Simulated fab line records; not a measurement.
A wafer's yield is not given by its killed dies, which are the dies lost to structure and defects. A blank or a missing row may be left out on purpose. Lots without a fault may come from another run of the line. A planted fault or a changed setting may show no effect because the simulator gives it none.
Matching of chambers :: flow nandHarc :: 4 sister chambers for NHARC_A_WL_FILL_STRIP_29 on rieDiel-13
The step strips in O2, time 20 s. 4 wafers are shown with their chamber, then 9 later ones without.

## EACH WAFER AND ITS CHAMBER
wafer: L087.1
chamber: 1
showerheadPlenumPTorr (Torr): 3.35

wafer: L088.1
chamber: 2
showerheadPlenumPTorr (Torr): 3.35

wafer: L088.3
chamber: 0
showerheadPlenumPTorr (Torr): 3.46

wafer: L088.4
chamber: 3
showerheadPlenumPTorr (Torr): 3.60

## WAFERS WITH NO CHAMBER GIVEN
wafer: L089.3
showerheadPlenumPTorr (Torr): 3.35

wafer: L089.4
showerheadPlenumPTorr (Torr): 3.34

wafer: L089.5
showerheadPlenumPTorr (Torr): 3.45

wafer: L096.1
showerheadPlenumPTorr (Torr): 3.34

wafer: L096.3
showerheadPlenumPTorr (Torr): 3.45

wafer: L096.4
showerheadPlenumPTorr (Torr): 3.35

wafer: L095.1
showerheadPlenumPTorr (Torr): 3.60

wafer: L095.2
showerheadPlenumPTorr (Torr): 3.34

wafer: L095.3
showerheadPlenumPTorr (Torr): 3.45

## EACH ONE'S CHAMBER
wafer: L089.3
from the rows above: can't be placed: 1 or 2
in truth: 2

wafer: L089.4
from the rows above: can't be placed: 1 or 2
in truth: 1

wafer: L089.5
from the rows above: 0
in truth: 0

wafer: L096.1
from the rows above: can't be placed: 1 or 2
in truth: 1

wafer: L096.3
from the rows above: 0
in truth: 0

wafer: L096.4
from the rows above: can't be placed: 1 or 2
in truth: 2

wafer: L095.1
from the rows above: 3
in truth: 3

wafer: L095.2
from the rows above: can't be placed: 1 or 2
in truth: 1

wafer: L095.3
from the rows above: 0
in truth: 0
4 of 9 placed correctly. Unplaceable from these rows: 5, with the true chamber sitting among the candidates in 5. Placed wrongly: 0.
How it was worked out, from the rows above alone: a wafer's distance from a chamber is the root of the sum, over the readings, of the square of ((its reading less the chamber's mean) divided by the reading's scatter). If the next closest chamber is less than 2 further off than the closest, the wafer can't be placed; otherwise it belongs to the closest. For every chamber, the mean is computed from those of its wafers that are shown. The scatter: root of mean squared gap, hidden wafer to nearest shown wafer, with one shown wafer a chamber.
